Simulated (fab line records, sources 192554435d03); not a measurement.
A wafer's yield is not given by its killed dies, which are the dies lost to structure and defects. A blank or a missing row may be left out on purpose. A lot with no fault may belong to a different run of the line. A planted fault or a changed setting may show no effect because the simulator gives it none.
fab line records + flow n5-finfet + part 1 of 2: steps 1 to 4 of 6
record
- lots=23
- wafers=69
- last-day=18
route steps=1938 shown BEOL_M6@1257 BEOL_M7@1263
lots untouched by any fault: they come from a run of this same line in which no faults occurred
start-h: hours from the record's first day to the start of the lot's first wafer shown + wait-h: time in hours since the lot's previous step + " repeats the value in the row above + L1.1+2: a row that stands for several wafers + - no value, or no start given + * or withheld: withheld + < > ~ a bound
route shown NAME@n: names a module that has steps shown in the file, with the first one's number in the route + usual: mean/standard deviation of fault-free wafers + same: alike in all rows + chamber/n: place in a boat + sites: per-site readings + _std_site: their standard deviation + _edge_site: the outer-site mean with the inner-site mean subtracted + radius-mm: how far each site lies from the wafer's centre + mask NAME#n: copy n + behind: tool/chamber where the wafer was last shaped + hold: the reason the lot was held/the length of the hold in hours/how it ended + device: transistor that didn't switch, given as n, p or np + end of line: the route-end tests of the same wafers + a step without rows: its recipe alone + killed: the dies lost at the first sort to structure and to defects; this is not the yield of the wafer + map: a wafer's dies, x killed, . not, _ none there
set.NAME: the setting that was run; set.NAME@STEP: the one run at that earlier step + model.NAME: the simulator's own value behind a step, which no gauge read
the route's steps for a sample of lots (tables are steps, rows are wafers)
services: the hour from which a tool's chamber was out of use, counted from the record's first day as start-h (under 0 if before that day), plus the number of hours and why
## steps
# step N5_BEOL_M6_CMP_52
# recipe
- stop-on=SiCOH_lowk
- t-overpolish-s=6.9
- down-force-psi=1
- platen-rpm=50
- clearing-platen-down-force-psi=1.5
- clearing-platen-rpm=50
- post-cmp-clean=cu-alkaline
- target-thk-nm=80
- clearing-platen-pad-velocity-m-s=0.99484
- pad-velocity-m-s=0.99484
# usual
- barrier-field-endpoint-s=28.5/0.91
- motor-current-A=6.0/0.79
- overpolish-run-s=6.900/0.0089
- slurry-flow-ml-min=150.1/0.51
- time-to-endpoint-s=61/3.7
| lot.wafer | tool   | chamber | start-h | wait-h | barrier-field-endpoint-s | motor-current-A | overpolish-run-s | slurry-flow-ml-min | time-to-endpoint-s |
|-----------|--------|---------|---------|--------|--------------------------|-----------------|------------------|--------------------|--------------------|
| L074.3    | cmp-02 | 2       | 198.78  | 0.2    | 28.0                     | 6.3             | 6.904            | 149.4              | 60                 |
| L074.4    | "      | 1       | "       | "      | 29.8                     | 7.2             | 6.909            | 149.7              | 65                 |
| L074.6    | "      | 2       | "       | "      | 27.9                     | 6.3             | 6.904            | 149.6              | 58                 |
| L075.1    | cmp-02 | 3       | 208.76  | 0.3    | 29.0                     | 6.1             | 6.906            | 150.2              | 65                 |
| L075.3    | "      | 0       | "       | "      | 28.9                     | 6.3             | 6.885            | 149.9              | 60                 |
| L075.5    | "      | 2       | "       | "      | 28.2                     | 6.1             | 6.890            | 150.7              | 61                 |
| L076.4    | cmp-01 | 1       | 209.02  | 0.1    | 27.4                     | 6.5             | 6.887            | 150.4              | 60                 |
| L076.1    | "      | 2       | "       | "      | 26.8                     | 4.9             | 6.915            | 149.6              | 60                 |
| L076.6    | "      | 1       | "       | "      | 27.9                     | 6.3             | 6.897            | 150.1              | 61                 |
| L077.3    | cmp-02 | 2       | 226.29  | 0.3    | 27.6                     | 6.6             | 6.904            | 150.8              | 55                 |
| L077.4    | "      | 3       | "       | "      | 29.1                     | 6.0             | 6.899            | 149.6              | 66                 |
| L077.6    | "      | 0       | "       | "      | 28.8                     | 6.1             | 6.910            | 150.3              | 62                 |
| L079.4    | cmp-01 | 1       | 237.09  | 0.1    | 27.2                     | 6.3             | 6.891            | 149.4              | 57                 |
| L079.1    | "      | 2       | "       | "      | 26.7                     | 4.6             | 6.887            | 150.2              | 55                 |
| L079.6    | "      | 1       | "       | "      | 27.3                     | 6.9             | 6.892            | 149.5              | 57                 |
| L078.3    | cmp-02 | 1       | 237.13  | 0.2    | 28.9                     | 7.1             | 6.914            | 149.9              | 63                 |
| L078.2    | "      | 2       | "       | "      | 27.8                     | 6.0             | 6.898            | 149.8              | 58                 |
| L078.6    | "      | 2       | "       | "      | 28.1                     | 6.4             | 6.897            | 149.1              | 57                 |
| L080.4    | cmp-04 | 2       | 242.25  | 0.2    | 27.7                     | 5.8             | 6.900            | 150.3              | 58                 |
| L080.6    | "      | 3       | "       | "      | 27.8                     | 6.2             | 6.897            | 150.5              | 57                 |
| L080.5    | "      | 0       | "       | "      | 28.2                     | 6.2             | 6.882            | 149.6              | 62                 |
| L082.2    | cmp-02 | 2       | 246.05  | 0.2    | 26.8                     | 5.8             | 6.904            | 149.6              | 55                 |
| L082.4    | "      | 3       | "       | "      | 28.0                     | 6.0             | 6.894            | 149.6              | 60                 |
| L082.5    | "      | 1       | "       | "      | 28.9                     | 7.0             | 6.910            | 150.3              | 61                 |
| L081.3    | cmp-02 | 2       | 246.59  | 0.3    | 27.4                     | 6.1             | 6.912            | 150.3              | 57                 |
| L081.5    | "      | 0       | "       | "      | 28.6                     | 6.5             | 6.896            | 150.0              | 62                 |
| L081.6    | "      | 1       | "       | "      | 29.5                     | 7.3             | 6.910            | 149.3              | 67                 |
| L083.4    | cmp-01 | 3       | 254.40  | 0.2    | 29.8                     | 5.1             | 6.903            | 150.3              | 64                 |
| L083.1    | "      | 0       | "       | "      | 29.2                     | 6.3             | 6.899            | 149.8              | 61                 |
| L083.6    | "      | 3       | "       | "      | 28.9                     | 5.4             | 6.906            | 149.7              | 63                 |
| L084.1    | cmp-02 | 3       | 262.05  | 0.3    | 28.6                     | 6.0             | 6.903            | 148.9              | 66                 |
| L084.4    | "      | 0       | "       | "      | 28.1                     | 6.9             | 6.902            | 150.3              | 61                 |
| L084.6    | "      | 1       | "       | "      | 29.1                     | 7.5             | 6.890            | 149.2              | 67                 |
| L085.1    | cmp-02 | 1       | 271.34  | 0.3    | 28.6                     | 7.2             | 6.903            | 149.6              | 63                 |
| L085.2    | "      | 2       | "       | "      | 28.1                     | 6.1             | 6.907            | 150.9              | 56                 |
| L085.3    | "      | 0       | "       | "      | 27.7                     | 6.4             | 6.891            | 149.4              | 58                 |
| L086.4    | cmp-01 | 1       | 278.33  | 0.1    | 29.0                     | 6.7             | 6.905            | 150.5              | 60                 |
| L086.2    | "      | 2       | "       | "      | 27.9                     | 4.8             | 6.888            | 150.3              | 56                 |
| L086.3    | "      | 3       | "       | "      | 29.7                     | 5.1             | 6.902            | 150.1              | 64                 |
| L090.1    | cmp-01 | 2       | 291.47  | 0.3    | 28.5                     | 4.7             | 6.915            | 150.1              | 60                 |
| L090.3    | "      | 0       | "       | "      | 30.0                     | 6.2             | 6.894            | 150.6              | 63                 |
| L090.6    | "      | 2       | "       | "      | 28.8                     | 4.8             | 6.889            | 149.8              | 59                 |
| L089.1    | cmp-04 | 2       | 294.81  | 0.3    | 27.2                     | 5.6             | 6.875            | 150.7              | 57                 |
| L089.5    | "      | 1       | "       | "      | 28.4                     | 4.6             | 6.928            | 150.8              | 61                 |
| L089.6    | "      | 2       | "       | "      | 27.8                     | 5.8             | 6.895            | 149.9              | 57                 |
| L088.4    | cmp-04 | 0       | 300.42  | 0.1    | 29.2                     | 6.0             | 6.896            | 150.5              | 60                 |
| L088.1    | "      | 1       | "       | "      | 29.5                     | 4.6             | 6.900            | 150.3              | 59                 |
| L088.5    | "      | 1       | "       | "      | 28.6                     | 4.7             | 6.903            | 150.5              | 60                 |
| L093.4    | cmp-01 | 0       | 306.12  | 0.2    | 29.6                     | 6.4             | 6.900            | 150.6              | 66                 |
| L093.1    | "      | 1       | "       | "      | 28.5                     | 6.6             | 6.898            | 149.9              | 61                 |
| L093.3    | "      | 2       | "       | "      | 27.4                     | 4.7             | 6.900            | 150.6              | 59                 |
| L092.2    | cmp-01 | 2       | 306.84  | 0.2    | 27.7                     | 4.9             | 6.894            | 150.6              | 56                 |
| L092.1    | "      | 3       | "       | "      | 28.6                     | 5.2             | 6.891            | 150.3              | 63                 |
| L092.3    | "      | 0       | "       | "      | 30.1                     | 6.1             | 6.881            | 150.3              | 64                 |
| L091.1    | cmp-01 | 2       | 324.57  | 0.3    | 27.9                     | 4.8             | 6.889            | 150.1              | 56                 |
| L091.4    | "      | 3       | "       | "      | 29.2                     | 5.0             | 6.908            | 150.1              | 64                 |
| L091.2    | "      | 0       | "       | "      | 29.3                     | 6.2             | 6.909            | 149.6              | 63                 |
| L094.3    | cmp-04 | 1       | 327.79  | 0.2    | 28.2                     | 4.6             | 6.896            | 150.0              | 62                 |
| L094.4    | "      | 3       | "       | "      | 26.3                     | 6.3             | 6.909            | 149.3              | 52                 |
| L094.6    | "      | 1       | "       | "      | 28.6                     | 4.6             | 6.900            | 149.3              | 62                 |
| L096.3    | cmp-02 | 3       | 329.10  | 0.2    | 29.4                     | 6.4             | 6.898            | 150.3              | 66                 |
| L096.5    | "      | 3       | "       | "      | 29.4                     | 5.9             | 6.889            | 149.8              | 64                 |
| L096.6    | "      | 0       | "       | "      | 29.3                     | 6.4             | 6.896            | 150.3              | 63                 |
| L095.2    | cmp-02 | 0       | 332.79  | 0.3    | 29.3                     | 6.3             | 6.904            | 150.6              | 63                 |
| L095.5    | "      | 1       | "       | "      | 29.4                     | 7.4             | 6.895            | 150.7              | 64                 |
| L095.6    | "      | 2       | "       | "      | 28.6                     | 6.2             | 6.898            | 149.9              | 56                 |
| L097.3    | cmp-04 | 0       | 341.25  | 0.2    | 29.6                     | 6.0             | 6.907            | 150.0              | 66                 |
| L097.2    | "      | 1       | "       | "      | 29.9                     | 4.6             | 6.905            | 149.3              | 68                 |
| L097.5    | "      | 0       | "       | "      | 30.4                     | 6.1             | 6.887            | 150.1              | 69                 |
# step N5_BEOL_M7_ILD_DEP_00
# recipe
- material=SiCOH_lowk
- target-thk-a=1797.5
- temp-c=300
- precursor=DEMS/porogen
- pressure-torr=5
- rf-w=500
- time-s=33.4
# usual
- heater-power-w=300/62
- showerhead-plenum-p-Torr=5.735/0.017
- throttle-valve-pct=13.8/1.1
| lot.wafer | tool     | chamber | start-h | wait-h | heater-power-w | showerhead-plenum-p-Torr | throttle-valve-pct |
|-----------|----------|---------|---------|--------|----------------|--------------------------|--------------------|
| L074.3    | pecvd-02 | 1       | 199.27  | 0.0    | 344            | 5.749                    | 13.7               |
| L074.4    | "        | 1       | "       | "      | 344            | 5.739                    | 13.7               |
| L074.6    | "        | 2       | "       | "      | 319            | 5.750                    | 12.8               |
| L075.1    | pecvd-03 | 2       | 209.24  | 0.0    | 294            | 5.713                    | 12.9               |
| L075.3    | "        | 0       | "       | "      | 276            | 5.730                    | 16.8               |
| L075.5    | "        | 2       | "       | "      | 306            | 5.723                    | 12.5               |
| L076.1    | pecvd-02 | 2       | 209.51  | 0.0    | 313            | 5.746                    | 13.0               |
| L076.4    | "        | 2       | "       | "      | 325            | 5.742                    | 12.7               |
| L076.6    | "        | 1       | "       | "      | 361            | 5.745                    | 13.6               |
| L077.3    | pecvd-04 | 0       | 226.75  | 0.1    | 300            | 5.745                    | 13.7               |
| L077.4    | "        | 1       | "       | "      | 244            | 5.734                    | 14.2               |
| L077.6    | "        | 1       | "       | "      | 247            | 5.734                    | 14.0               |
| L079.1    | pecvd-03 | 2       | 237.58  | 0.0    | 345            | 5.732                    | 12.4               |
| L079.4    | "        | 2       | "       | "      | 331            | 5.723                    | 12.8               |
| L079.6    | "        | 1       | "       | "      | 212            | 5.697                    | 14.3               |
| L078.2    | pecvd-04 | 1       | 237.62  | 0.0    | 266            | 5.737                    | 14.1               |
| L078.3    | "        | 0       | "       | "      | 295            | 5.745                    | 13.7               |
| L078.6    | "        | 0       | "       | "      | 291            | 5.734                    | 13.6               |
| L080.4    | pecvd-04 | 2       | 242.65  | 0.1    | 408            | 5.708                    | 13.4               |
| L080.5    | "        | 1       | "       | "      | 235            | 5.749                    | 14.0               |
| L080.6    | "        | 0       | "       | "      | 316            | 5.723                    | 13.9               |
| L082.2    | pecvd-02 | 1       | 246.51  | 0.0    | 361            | 5.737                    | 13.6               |
| L082.4    | "        | 1       | "       | "      | 352            | 5.739                    | 13.6               |
| L082.5    | "        | 0       | "       | "      | 196            | 5.760                    | 12.7               |
| L081.3    | pecvd-02 | 1       | 247.00  | 0.0    | 294            | 5.738                    | 13.8               |
| L081.5    | "        | 2       | "       | "      | 392            | 5.737                    | 13.2               |
| L081.6    | "        | 0       | "       | "      | 192            | 5.765                    | 13.0               |
| L083.1    | pecvd-04 | 0       | 254.85  | 0.0    | 294            | 5.738                    | 14.0               |
| L083.4    | "        | 1       | "       | "      | 227            | 5.733                    | 14.1               |
| L083.6    | "        | 0       | "       | "      | 300            | 5.726                    | 14.0               |
| L084.1    | pecvd-02 | 0       | 262.46  | 0.0    | 173            | 5.763                    | 12.8               |
| L084.4    | "        | 1       | "       | "      | 362            | 5.749                    | 13.6               |
| L084.6    | "        | 2       | "       | "      | 305            | 5.746                    | 13.1               |
| L085.1    | pecvd-04 | 2       | 271.83  | 0.0    | 375            | 5.715                    | 13.3               |
| L085.2    | "        | 1       | "       | "      | 215            | 5.738                    | 13.9               |
| L085.3    | "        | 0       | "       | "      | 288            | 5.728                    | 14.2               |
| L086.2    | pecvd-02 | 1       | 278.82  | 0.0    | 328            | 5.741                    | 13.7               |
| L086.3    | "        | 0       | "       | "      | 178            | 5.769                    | 12.9               |
| L086.4    | "        | 0       | "       | "      | 189            | 5.762                    | 12.7               |
| L090.1    | pecvd-04 | 0       | 291.92  | 0.0    | 256            | 5.745                    | 13.5               |
| L090.3    | "        | 1       | "       | "      | 263            | 5.755                    | 14.1               |
| L090.6    | "        | 0       | "       | "      | 270            | 5.735                    | 14.1               |
| L089.1    | pecvd-03 | 0       | 295.26  | 0.0    | 301            | 5.731                    | 17.0               |
| L089.5    | "        | 0       | "       | "      | 302            | 5.732                    | 17.0               |
| L089.6    | "        | 1       | "       | "      | 240            | 5.703                    | 14.2               |
| L088.1    | pecvd-02 | 0       | 300.91  | 0.0    | 210            | 5.774                    | 12.8               |
| L088.4    | "        | 1       | "       | "      | 312            | 5.727                    | 13.6               |
| L088.5    | "        | 2       | "       | "      | 393            | 5.737                    | 13.1               |
| L093.1    | pecvd-04 | 1       | 306.57  | 0.0    | 218            | 5.751                    | 14.0               |
| L093.3    | "        | 0       | "       | "      | 249            | 5.720                    | 13.9               |
| L093.4    | "        | 2       | "       | "      | 395            | 5.710                    | 13.6               |
| L092.1    | pecvd-03 | 0       | 307.33  | 0.0    | 326            | 5.741                    | 17.0               |
| L092.2    | "        | 1       | "       | "      | 256            | 5.707                    | 14.5               |
| L092.3    | "        | 2       | "       | "      | 338            | 5.737                    | 12.6               |
| L091.1    | pecvd-03 | 2       | 325.02  | 0.0    | 347            | 5.733                    | 12.6               |
| L091.2    | "        | 0       | "       | "      | 332            | 5.721                    | 17.0               |
| L091.4    | "        | 2       | "       | "      | 352            | 5.728                    | 13.0               |
| L094.3    | pecvd-04 | 2       | 328.24  | 0.0    | 403            | 5.708                    | 13.7               |
| L094.4    | "        | 2       | "       | "      | 402            | 5.720                    | 13.3               |
| L094.6    | "        | 1       | "       | "      | 273            | 5.728                    | 14.0               |
| L096.3    | pecvd-04 | 0       | 329.58  | 0.0    | 270            | 5.733                    | 13.9               |
| L096.5    | "        | 0       | "       | "      | 269            | 5.732                    | 13.9               |
| L096.6    | "        | 1       | "       | "      | 239            | 5.735                    | 14.0               |
| L095.2    | pecvd-04 | 2       | 333.17  | 0.0    | 369            | 5.720                    | 13.4               |
| L095.5    | "        | 1       | "       | "      | 268            | 5.737                    | 13.9               |
| L095.6    | "        | 2       | "       | "      | 367            | 5.724                    | 13.5               |
| L097.2    | pecvd-03 | 2       | 341.70  | 0.0    | 319            | 5.725                    | 12.5               |
| L097.3    | "        | 1       | "       | "      | 221            | 5.708                    | 14.2               |
| L097.5    | "        | 0       | "       | "      | 337            | 5.729                    | 17.2               |
# step N5_BEOL_M7_STRIP_67
# recipe
- chemistry=CF4
- resist=SiARC
- power-w=300
- bias-power-w=75
- pressure-mtorr=50
- cf4-flow-sccm=150
- rf-frequency-hz=6e+07
# usual
- drypump-motor-current-A=5.6/0.43
- oes-product-au=0.79/0.085
- rf-vpp-V=271.3/1.6
- showerhead-plenum-p-Torr=1.80/0.049
- throttle-valve-pct=13.67/0.21
| lot.wafer | tool        | chamber | start-h | wait-h | drypump-motor-current-A | oes-product-au | rf-hours-counter-h | rf-vpp-V | showerhead-plenum-p-Torr | throttle-valve-pct |
|-----------|-------------|---------|---------|--------|-------------------------|----------------|--------------------|----------|--------------------------|--------------------|
| L074.3    | rie-diel-06 | 3       | 202.19  | 0.0    | 6.2                     | 0.87           | 41                 | 272.2    | 1.82                     | 13.33              |
| L074.4    | "           | 2       | "       | "      | 6.0                     | 0.70           | 226                | 270.5    | 1.77                     | 13.87              |
| L074.6    | "           | 0       | "       | "      | 5.2                     | 0.83           | -                  | 269.6    | 1.76                     | 13.48              |
| L075.1    | rie-diel-03 | 0       | 211.32  | 0.0    | 5.1                     | 0.72           | 208                | 270.6    | 1.79                     | 13.82              |
| L075.3    | "           | 3       | "       | "      | 6.3                     | 0.84           | 61                 | 271.9    | 1.80                     | 13.57              |
| L075.5    | "           | 3       | "       | "      | 6.4                     | 0.86           | -                  | 270.3    | 1.80                     | 13.58              |
| L076.1    | rie-diel-03 | 0       | 211.84  | 0.0    | 5.1                     | 0.71           | 208                | 271.7    | 1.79                     | 13.83              |
| L076.4    | "           | 2       | "       | "      | 5.3                     | 0.89           | 14                 | 272.1    | 1.77                     | 13.18              |
| L076.6    | "           | 0       | "       | "      | 5.1                     | 0.72           | -                  | 271.1    | 1.79                     | 13.82              |
| L077.3    | rie-diel-06 | 0       | 230.04  | 0.0    | 5.2                     | 0.82           | 87                 | 272.8    | 1.75                     | 13.50              |
| L077.4    | "           | 1       | "       | "      | 5.7                     | 0.73           | 189                | 270.6    | 1.79                     | 13.89              |
| L077.6    | "           | 3       | "       | "      | 6.2                     | 0.86           | -                  | 271.3    | 1.82                     | 13.36              |
| L079.1    | rie-diel-06 | 0       | 241.37  | 0.0    | 5.2                     | 0.83           | 91                 | 268.5    | 1.75                     | 13.52              |
| L079.4    | "           | 2       | "       | "      | 6.0                     | 0.69           | 239                | 273.2    | 1.77                     | 13.92              |
| L079.6    | "           | 1       | "       | "      | 5.7                     | 0.73           | -                  | 269.8    | 1.79                     | 13.89              |
| L078.2    | rie-diel-06 | 2       | 241.66  | 0.0    | 6.1                     | 0.69           | 239                | 270.2    | 1.77                     | 13.93              |
| L078.3    | "           | 1       | "       | "      | 5.7                     | 0.73           | 193                | 270.1    | 1.79                     | 13.90              |
| L078.6    | "           | 3       | "       | "      | 6.2                     | 0.85           | -                  | 271.6    | 1.82                     | 13.36              |
| L080.4    | rie-diel-06 | 3       | 245.34  | 0.0    | 6.2                     | 0.85           | 56                 | 272.0    | 1.81                     | 13.37              |
| L080.5    | "           | 1       | "       | "      | 5.7                     | 0.72           | -                  | 271.2    | 1.79                     | 13.90              |
| L080.6    | "           | 2       | "       | "      | 6.0                     | 0.69           | -                  | 268.9    | 1.77                     | 13.91              |
| L082.2    | rie-diel-04 | 3       | 250.82  | 0.0    | 5.2                     | 0.86           | 61                 | 269.5    | 1.75                     | 13.48              |
| L082.4    | "           | 2       | "       | "      | 5.7                     | 0.68           | 248                | 269.1    | 1.70                     | 14.02              |
| L082.5    | "           | 1       | "       | "      | 5.2                     | 0.71           | -                  | 270.9    | 1.76                     | 13.64              |
| L081.3    | rie-diel-06 | 3       | 251.88  | 0.0    | 6.2                     | 0.84           | 59                 | 270.7    | 1.81                     | 13.39              |
| L081.5    | "           | 2       | "       | "      | 6.1                     | 0.69           | -                  | 271.7    | 1.77                     | 13.94              |
| L081.6    | "           | 3       | "       | "      | 6.2                     | 0.83           | -                  | 270.5    | 1.81                     | 13.38              |
| L083.1    | rie-diel-03 | 1       | 257.27  | 0.0    | 5.3                     | 0.86           | 39                 | 274.5    | 1.88                     | 13.50              |
| L083.4    | "           | 3       | "       | "      | 6.4                     | 0.86           | 68                 | 270.2    | 1.80                     | 13.60              |
| L083.6    | "           | 1       | "       | "      | 5.4                     | 0.87           | -                  | 273.9    | 1.88                     | 13.51              |
| L084.1    | rie-diel-04 | 3       | 264.38  | 0.0    | 5.1                     | 0.84           | 68                 | 270.0    | 1.75                     | 13.51              |
| L084.4    | "           | 3       | "       | "      | 5.1                     | 0.84           | -                  | 270.8    | 1.75                     | 13.50              |
| L084.6    | "           | 1       | "       | "      | 5.2                     | 0.70           | -                  | 269.6    | 1.76                     | 13.67              |
| L085.1    | rie-diel-04 | 0       | 273.69  | 0.0    | 5.9                     | 0.71           | 216                | 272.4    | 1.77                     | 13.93              |
| L085.2    | "           | 2       | "       | "      | 5.7                     | 0.99           | 3                  | 272.6    | 1.91                     | 13.48              |
| L085.3    | "           | 3       | "       | "      | 5.1                     | 0.84           | 71                 | 269.1    | 1.75                     | 13.51              |
| L086.2    | rie-diel-03 | 2       | 282.27  | 0.0    | 5.3                     | 0.86           | 29                 | 269.8    | 1.76                     | 13.18              |
| L086.3    | "           | 0       | "       | "      | 5.1                     | 0.71           | 224                | 270.8    | 1.79                     | 13.85              |
| L086.4    | "           | 1       | "       | "      | 5.4                     | 0.84           | 47                 | 274.5    | 1.88                     | 13.52              |
| L090.1    | rie-diel-04 | 2       | 293.57  | 0.0    | 5.7                     | 0.95           | 10                 | 274.0    | 1.91                     | 13.52              |
| L090.3    | "           | 1       | "       | "      | 5.3                     | 0.69           | 241                | 269.8    | 1.76                     | 13.67              |
| L090.6    | "           | 1       | "       | "      | 5.2                     | 0.69           | -                  | 269.3    | 1.76                     | 13.70              |
| L089.1    | rie-diel-04 | 0       | 297.98  | 0.0    | 5.9                     | 0.69           | 224                | 272.3    | 1.77                     | 13.95              |
| L089.5    | "           | 1       | "       | "      | 5.2                     | 0.69           | -                  | 269.7    | 1.76                     | 13.70              |
| L089.6    | "           | 0       | "       | "      | 5.9                     | 0.70           | -                  | 270.1    | 1.77                     | 13.97              |
| L088.1    | rie-diel-03 | 1       | 302.55  | 0.0    | 5.4                     | 0.85           | 53                 | 273.3    | 1.88                     | 13.52              |
| L088.4    | "           | 0       | "       | "      | 5.1                     | 0.70           | -                  | 270.8    | 1.79                     | 13.87              |
| L088.5    | "           | 1       | "       | "      | 5.4                     | 0.85           | -                  | 273.0    | 1.88                     | 13.53              |
| L093.1    | rie-diel-06 | 3       | 308.81  | 0.0    | 6.2                     | 0.81           | 81                 | 272.7    | 1.81                     | 13.43              |
| L093.3    | "           | 0       | "       | "      | 5.2                     | 0.79           | 116                | 268.8    | 1.75                     | 13.58              |
| L093.4    | "           | 2       | "       | "      | 6.0                     | 0.93           | 5                  | 270.7    | 1.76                     | 13.42              |
| L092.1    | rie-diel-03 | 0       | 311.09  | 0.0    | 5.1                     | 0.70           | 234                | 268.7    | 1.79                     | 13.89              |
| L092.2    | "           | 3       | "       | "      | 6.3                     | 0.83           | 85                 | 273.2    | 1.80                     | 13.63              |
| L092.3    | "           | 1       | "       | "      | 5.4                     | 0.85           | 57                 | 274.0    | 1.88                     | 13.54              |
| L091.1    | rie-diel-03 | 1       | 327.89  | 0.0    | 5.4                     | 0.83           | 65                 | 271.6    | 1.87                     | 13.56              |
| L091.2    | "           | 3       | "       | "      | 6.4                     | 0.81           | 93                 | 271.0    | 1.80                     | 13.65              |
| L091.4    | "           | 0       | "       | "      | 5.1                     | 0.70           | -                  | 270.5    | 1.78                     | 13.89              |
| L094.3    | rie-diel-04 | 3       | 331.73  | 0.0    | 5.2                     | 0.82           | 89                 | 269.3    | 1.74                     | 13.55              |
| L094.4    | "           | 0       | "       | "      | 5.9                     | 0.69           | 236                | 269.9    | 1.77                     | 13.98              |
| L094.6    | "           | 2       | "       | "      | 5.7                     | 0.92           | -                  | 274.6    | 1.90                     | 13.55              |
| L096.3    | rie-diel-04 | 3       | 331.99  | 0.0    | 5.1                     | 0.82           | 89                 | 269.7    | 1.74                     | 13.56              |
| L096.5    | "           | 3       | "       | "      | 5.1                     | 0.81           | -                  | 272.4    | 1.74                     | 13.55              |
| L096.6    | "           | 0       | "       | "      | 5.9                     | 0.69           | -                  | 271.2    | 1.77                     | 13.97              |
| L095.2    | rie-diel-03 | 3       | 337.69  | 0.0    | 6.4                     | 0.82           | 97                 | 272.1    | 1.79                     | 13.66              |
| L095.5    | "           | 3       | "       | "      | 6.3                     | 0.81           | -                  | 270.5    | 1.79                     | 13.68              |
| L095.6    | "           | 0       | "       | "      | 5.1                     | 0.70           | -                  | 271.3    | 1.78                     | 13.90              |
| L097.2    | rie-diel-04 | 3       | 344.61  | 0.0    | 5.2                     | 0.82           | 95                 | 271.2    | 1.74                     | 13.55              |
| L097.3    | "           | 0       | "       | "      | 5.9                     | 0.68           | 241                | 269.3    | 1.76                     | 14.00              |
| L097.5    | "           | 3       | "       | "      | 5.2                     | 0.82           | -                  | 271.3    | 1.74                     | 13.56              |
# step N5_BEOL_M7_CD_MEAS_18
# recipe
- pitch-nm=80
- target-cd-nm=40
# usual
- cd-nm=39.9/0.8
| lot.wafer | tool      | chamber | start-h | wait-h | cd-nm |
|-----------|-----------|---------|---------|--------|-------|
| L074.3    | cd-sem-03 | -       | 202.70  | 0.1    | 39.1  |
| L074.4    | "         | -       | "       | "      | 38.5  |
| L074.6    | "         | -       | "       | "      | 40.2  |
| L075.1    | cd-sem-02 | -       | 211.54  | 0.0    | 39.9  |
| L075.3    | "         | -       | "       | "      | 40.4  |
| L075.5    | "         | -       | "       | "      | 39.7  |
| L076.1    | cd-sem-02 | -       | 212.06  | 0.0    | 39.7  |
| L076.4    | "         | -       | "       | "      | 39.8  |
| L076.6    | "         | -       | "       | "      | 40.1  |
| L077.3    | cd-sem-02 | -       | 230.34  | 0.1    | 40.9  |
| L077.4    | "         | -       | "       | "      | 39.4  |
| L077.6    | "         | -       | "       | "      | 39.2  |
| L079.1    | cd-sem-02 | -       | 241.74  | 0.0    | 39.7  |
| L079.4    | "         | -       | "       | "      | 39.8  |
| L079.6    | "         | -       | "       | "      | 38.3  |
| L078.2    | cd-sem-03 | -       | 242.08  | 0.1    | 40.8  |
| L078.3    | "         | -       | "       | "      | 40.1  |
| L078.6    | "         | -       | "       | "      | 39.4  |
| L080.4    | cd-sem-01 | -       | 245.64  | 0.1    | 38.6  |
| L080.5    | "         | -       | "       | "      | 38.9  |
| L080.6    | "         | -       | "       | "      | 39.7  |
| L082.2    | cd-sem-03 | -       | 251.14  | 0.1    | 40.8  |
| L082.4    | "         | -       | "       | "      | 40.8  |
| L082.5    | "         | -       | "       | "      | 40.7  |
| L081.3    | cd-sem-02 | -       | 252.28  | 0.1    | 38.4  |
| L081.5    | "         | -       | "       | "      | 39.1  |
| L081.6    | "         | -       | "       | "      | 39.0  |
| L083.1    | cd-sem-02 | -       | 257.50  | 0.1    | 39.3  |
| L083.4    | "         | -       | "       | "      | 39.3  |
| L083.6    | "         | -       | "       | "      | 39.0  |
| L084.1    | cd-sem-01 | -       | 264.60  | 0.0    | 39.8  |
| L084.4    | "         | -       | "       | "      | 41.0  |
| L084.6    | "         | -       | "       | "      | 39.2  |
| L085.1    | cd-sem-01 | -       | 273.92  | 0.1    | 40.2  |
| L085.2    | "         | -       | "       | "      | 41.8  |
| L085.3    | "         | -       | "       | "      | 41.2  |
| L086.2    | cd-sem-01 | -       | 282.50  | 0.1    | 39.7  |
| L086.3    | "         | -       | "       | "      | 38.7  |
| L086.4    | "         | -       | "       | "      | 39.1  |
| L090.1    | cd-sem-01 | -       | 293.79  | 0.0    | 41.3  |
| L090.3    | "         | -       | "       | "      | 39.2  |
| L090.6    | "         | -       | "       | "      | 40.8  |
| L089.1    | cd-sem-03 | -       | 298.27  | 0.0    | 41.1  |
| L089.5    | "         | -       | "       | "      | 40.0  |
| L089.6    | "         | -       | "       | "      | 40.0  |
| L088.1    | cd-sem-01 | -       | 302.77  | 0.0    | 39.5  |
| L088.4    | "         | -       | "       | "      | 40.0  |
| L088.5    | "         | -       | "       | "      | 39.4  |
| L093.1    | cd-sem-02 | -       | 309.03  | 0.0    | 39.8  |
| L093.3    | "         | -       | "       | "      | 39.3  |
| L093.4    | "         | -       | "       | "      | 38.4  |
| L092.1    | cd-sem-01 | -       | 311.31  | 0.0    | 39.2  |
| L092.2    | "         | -       | "       | "      | 40.1  |
| L092.3    | "         | -       | "       | "      | 40.5  |
| L091.1    | cd-sem-03 | -       | 328.11  | 0.0    | 39.4  |
| L091.2    | "         | -       | "       | "      | 38.8  |
| L091.4    | "         | -       | "       | "      | 38.3  |
| L094.3    | cd-sem-03 | -       | 332.04  | 0.1    | 41.5  |
| L094.4    | "         | -       | "       | "      | 40.2  |
| L094.6    | "         | -       | "       | "      | 40.2  |
| L096.3    | cd-sem-03 | -       | 332.26  | 0.1    | 39.6  |
| L096.5    | "         | -       | "       | "      | 39.8  |
| L096.6    | "         | -       | "       | "      | 39.7  |
| L095.2    | cd-sem-03 | -       | 337.92  | 0.1    | 38.9  |
| L095.5    | "         | -       | "       | "      | 39.3  |
| L095.6    | "         | -       | "       | "      | 39.9  |
| L097.2    | cd-sem-02 | -       | 344.92  | 0.1    | 39.6  |
| L097.3    | "         | -       | "       | "      | 40.1  |
| L097.5    | "         | -       | "       | "      | 39.5  |
